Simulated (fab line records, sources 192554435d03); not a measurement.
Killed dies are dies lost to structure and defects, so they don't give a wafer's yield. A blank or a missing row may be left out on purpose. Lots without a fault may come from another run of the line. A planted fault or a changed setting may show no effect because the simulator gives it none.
Split-lot experiment | flow n5_finfet | 7 lots, 39 wafers read, on a route of 1938 steps

THE SPLIT
At N5_FIN_CUT_ETCH_21 (etches SOC in N2/H2, target depth 219 nm, overetch 43.8 nm, time 523.5 s), the setting time_s was moved away from the recipe's 523.5 s on 12 of the 39 wafers read, by -17.0% to +23.6%. The other wafers ran this setting at the recipe's value.

The reading is taken at the split's own step.

THE READING
SiARC_of_FIN_CUT_COAT_19.thk_nm (the simulator's own value, which no gauge read), in nm, at N5_FIN_CUT_ETCH_21 (etches SOC in N2/H2, target depth 219 nm, overetch 43.8 nm, time 523.5 s). The file gives no usual value for it. The 27 wafers here that ran the recipe average 11.9 nm, standard deviation 0.22 nm.

wafer  | tool, chamber at the split | time_s as run, s | against the recipe | SiARC_of_FIN_CUT_COAT_19.thk_nm, nm | against lot-mates on the recipe
L075.1 | rie_diel-02, 1,0           | 566.7            | +8.3%              | 11.4                                | -0.4
L075.3 | rie_diel-02, 1,0           | 566.7            | +8.3%              | 11.4                                | -0.4
L075.2 | rie_diel-02, 2             | 523.5            | recipe             | 11.6                                | -
L075.4 | rie_diel-02, 3             | 566.7            | +8.3%              | 11                                  | -0.8
L075.5 | rie_diel-02, 0             | 523.5            | recipe             | 12                                  | -
L075.6 | rie_diel-02, 3             | 523.5            | recipe             | 11.8                                | -
L081.1 | rie_diel-06, 3             | 523.5            | recipe             | 12.2                                | -
L081.5 | rie_diel-06, 3             | 523.5            | recipe             | 12.2                                | -
L081.2 | rie_diel-06, 2,0           | 523.5            | recipe             | 11.8                                | -
L081.4 | rie_diel-06, 2,0           | 523.5            | recipe             | 11.8                                | -
L081.3 | rie_diel-06, 1             | 523.5            | recipe             | 11.6                                | -
L081.6 | rie_diel-06, 2             | 523.5            | recipe             | 12                                  | -
L082.1 | rie_diel-02, 0             | 646.8            | +23.6%             | 10.2                                | -1.7
L082.2 | rie_diel-02, 2,3           | 523.5            | recipe             | 11.8                                | -
L082.3 | rie_diel-02, 2,3           | 523.5            | recipe             | 11.8                                | -
L082.4 | rie_diel-02, 1             | 646.8            | +23.6%             | 10.6                                | -1.3
L082.5 | rie_diel-02, 3             | 646.8            | +23.6%             | 9.8                                 | -2.1
L082.6 | rie_diel-02, 0             | 523.5            | recipe             | 12.2                                | -
L084.1 | rie_diel-05, 2             | 523.5            | recipe             | 11.6                                | -
L084.2 | rie_diel-05, 1             | 645.2            | +23.2%             | 9.6                                 | -2.3
L084.3 | rie_diel-05, 0             | 523.5            | recipe             | 11.8                                | -
L084.4 | rie_diel-05, 3             | 523.5            | recipe             | 12.2                                | -
L084.5 | rie_diel-05, 3             | 645.2            | +23.2%             | 10.2                                | -1.7
L084.6 | rie_diel-05, 0             | 645.2            | +23.2%             | 9.8                                 | -2.1
L089.1 | rie_diel-06, 3             | 523.5            | recipe             | 12.2                                | -
L089.2 | rie_diel-06, 1,2,1,0       | 523.5            | recipe             | 11.8                                | -
L089.4 | rie_diel-06, 1,2,1,0       | 523.5            | recipe             | 11.8                                | -
L089.5 | rie_diel-06, 1,2,1,0       | 523.5            | recipe             | 11.8                                | -
L089.6 | rie_diel-06, 1,2,1,0       | 523.5            | recipe             | 11.8                                | -
L089.3 | rie_diel-06, 0             | 523.5            | recipe             | 12                                  | -
L092.1 | rie_diel-05, 0,1           | 523.5            | recipe             | 11.6                                | -
L092.5 | rie_diel-05, 0,1           | 523.5            | recipe             | 11.6                                | -
L092.3 | rie_diel-05, 3             | 523.5            | recipe             | 12                                  | -
L097.1 | rie_diel-05, 3             | 434.5            | -17.0%             | 13.6                                | +1.8
L097.2 | rie_diel-05, 1,2           | 523.5            | recipe             | 11.6                                | -
L097.4 | rie_diel-05, 1,2           | 523.5            | recipe             | 11.6                                | -
L097.3 | rie_diel-05, 0             | 434.5            | -17.0%             | 13.2                                | +1.4
L097.6 | rie_diel-05, 0             | 434.5            | -17.0%             | 13.2                                | +1.4
L097.5 | rie_diel-05, 3             | 523.5            | recipe             | 12.2                                | -
Where a row lists several chambers, the file gives one row for several wafers and doesn't say which wafer went through which chamber.

THE FIT
A straight line over all 39 wafers: SiARC_of_FIN_CUT_COAT_19.thk_nm changes by -0.0801 nm for each +1% of time_s; r = -0.96; the points scatter about the line by 0.25 nm.
The same after taking each lot's own level away (the mean of its wafers on the recipe; 39 wafers): -0.0819 nm for each +1%; r = -0.96; scatter 0.24 nm.
On that fit, the largest move of time_s shifts the reading by 1.9 nm.
The lots' own levels span 11.73 to 11.93 nm, that is 0.9 times the standard deviation above.
So the lot-to-lot level changes the slope little: the two slopes agree.
Check: with one of the wafers moved furthest among these (+23.6%) left out of the fit, the line predicts -1.92 nm for it against its lot-mates. It came out at -1.73 nm against them.

THE FILE'S OWN FIT
SiARC_of_FIN_CUT_COAT_19.thk_nm changes by -0.0811 nm for each +1% of time_s, r = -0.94.
